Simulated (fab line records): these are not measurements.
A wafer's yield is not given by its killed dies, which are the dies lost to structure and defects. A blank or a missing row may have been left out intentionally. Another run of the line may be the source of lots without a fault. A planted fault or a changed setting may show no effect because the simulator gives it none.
Split-lot experiment ; flow n5-finfet ; on a route of 1938 steps: 7 lots, 39 wafers read

== SPLIT DETAILS ==
At N5_FIN_CUT_EXPOSE_05 (exposes mask FIN CUT), the setting dose-mj was moved away from the recipe's 45.75 on 6 of the 39 wafers read, by -7.5% to -3.6%. All remaining wafers had this setting at the recipe value.

== FROM THE SPLIT TO THE READING: what the file shows between them, 4 steps ==
- N5_FIN_CUT_PEB_06: peb time 60 s
- N5_FIN_CUT_DEVELOP_07: develop time 30 s
- N5_FIN_CUT_DESCUM_13: chemistry O2, time 7 s
- N5_FIN_CUT_ETCH_30: etches underlayer in N2/H2, target depth 13 nm, time 10.4 s

== THE READING ==
FIN_CUT.cd-offset-nm (the simulator's own value, which no gauge read), in nm, at N5_FIN_CUT_ETCH_20 (etches SiARC in CF4, target depth 26 nm, time 43.3 s). No usual value for it is given in the file. Average -0.1 nm, standard deviation 0.19 nm, over the 33 wafers here run with the recipe.

wafer;tool, chamber at the split;dose-mj as run;against the recipe;FIN_CUT.cd-offset-nm, nm;against lot-mates on the recipe
L077.1;euv-scanner-02, 0;45.75;recipe;0;-
L077.3;euv-scanner-02, 0;45.75;recipe;0;-
L077.6;euv-scanner-02, 0;45.75;recipe;0;-
L077.2;euv-scanner-02, 0;45.75;recipe;0.2;-
L077.4;euv-scanner-02, 0;45.75;recipe;-0.2;-
L077.5;euv-scanner-02, 0;45.75;recipe;-0.2;-
L078.1;euv-scanner-02, 0;45.75;recipe;-0.4;-
L078.2;euv-scanner-02, 0;42.3;-7.5%;-1.2;-0.9
L078.3;euv-scanner-02, 0;42.3;-7.5%;-1.6;-1.3
L078.6;euv-scanner-02, 0;42.3;-7.5%;-1.6;-1.3
L078.4;euv-scanner-02, 0;45.75;recipe;-0.2;-
L078.5;euv-scanner-02, 0;45.75;recipe;-0.2;-
L082.1;euv-scanner-01, 0;45.75;recipe;-0.2;-
L082.3;euv-scanner-01, 0;45.75;recipe;-0.2;-
L082.5;euv-scanner-01, 0;45.75;recipe;-0.2;-
L082.6;euv-scanner-01, 0;45.75;recipe;-0.2;-
L082.2;euv-scanner-01, 0;45.75;recipe;0;-
L082.4;euv-scanner-01, 0;45.75;recipe;0;-
L084.1;euv-scanner-02, 0;45.75;recipe;0.2;-
L084.3;euv-scanner-02, 0;45.75;recipe;0.2;-
L084.2;euv-scanner-02, 0;45.75;recipe;0.4;-
L084.4;euv-scanner-02, 0;45.75;recipe;0;-
L084.5;euv-scanner-02, 0;45.75;recipe;0;-
L084.6;euv-scanner-02, 0;45.75;recipe;-0.2;-
L085.1;euv-scanner-01, 0;44.11;-3.6%;-0.8;-0.7
L085.2;euv-scanner-01, 0;45.75;recipe;0;-
L085.3;euv-scanner-01, 0;45.75;recipe;0;-
L085.4;euv-scanner-01, 0;45.75;recipe;-0.4;-
L085.5;euv-scanner-01, 0;44.11;-3.6%;-0.6;-0.5
L085.6;euv-scanner-01, 0;44.11;-3.6%;-0.4;-0.3
L090.1;euv-scanner-02, 0;45.75;recipe;0.2;-
L090.5;euv-scanner-02, 0;45.75;recipe;0.2;-
L090.6;euv-scanner-02, 0;45.75;recipe;0.2;-
L093.1;euv-scanner-01, 0;45.75;recipe;-0.2;-
L093.3;euv-scanner-01, 0;45.75;recipe;-0.2;-
L093.4;euv-scanner-01, 0;45.75;recipe;-0.2;-
L093.6;euv-scanner-01, 0;45.75;recipe;-0.2;-
L093.2;euv-scanner-01, 0;45.75;recipe;0;-
L093.5;euv-scanner-01, 0;45.75;recipe;0;-

FIT RESULTS
A straight line over all 39 wafers: FIN_CUT.cd-offset-nm changes by +0.182 nm for each +1% of dose-mj; r = +0.90; the points scatter about the line by 0.19 nm.
The same after taking each lot's own level away (the mean of its wafers on the recipe; 39 wafers): +0.154 nm for each +1%; r = +0.92; scatter 0.15 nm.
According to that fit, moving dose-mj by its largest amount changes the reading by 1.2 nm.
Measured against the standard deviation above, the lots' own levels, which go from -0.27 to 0.20 nm, span 2.5 times it.
Thus the slope moves with the lot-to-lot level: the two fits are different.
Check: with one of the wafers moved furthest among these (-7.5%) left out of the fit, the line predicts -1.25 nm for it against its lot-mates. It came out at -0.933 nm against them.

== THESE WAFERS: OTHER SPLITS ==
Note: prior to the reading, these wafers also went through further splits. Each is held against what the fit with the lots' levels taken away leaves over:
other split on the same wafers;wafers away from the commonest value;r with FIN_CUT.cd-offset-nm (lot level and that fit taken away)
N5_FIN_SAQP_MANDREL_ETCH_22 icp-w;15;-0.05

== THE WHOLE CHAIN: every reading that the file lists as answering this split, in the file's order ==
step;what it does;reading;change (the file's fit);r (the file's)
N5_FIN_CUT_ETCH_30;etches underlayer in N2/H2, target depth 13 nm, time 10.4 s;FIN_CUT.cd-offset-nm (the simulator's own value, which no gauge read);+0.164 nm for each +1% of the setting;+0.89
N5_FIN_CUT_ETCH_20;etches SiARC in CF4, target depth 26 nm, time 43.3 s;FIN_CUT.cd-offset-nm (the simulator's own value, which no gauge read);+0.154 nm for each +1% of the setting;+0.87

== FILE'S OWN FIT ==
FIN_CUT.cd-offset-nm changes by +0.154 nm for each +1% of dose-mj, r = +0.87.
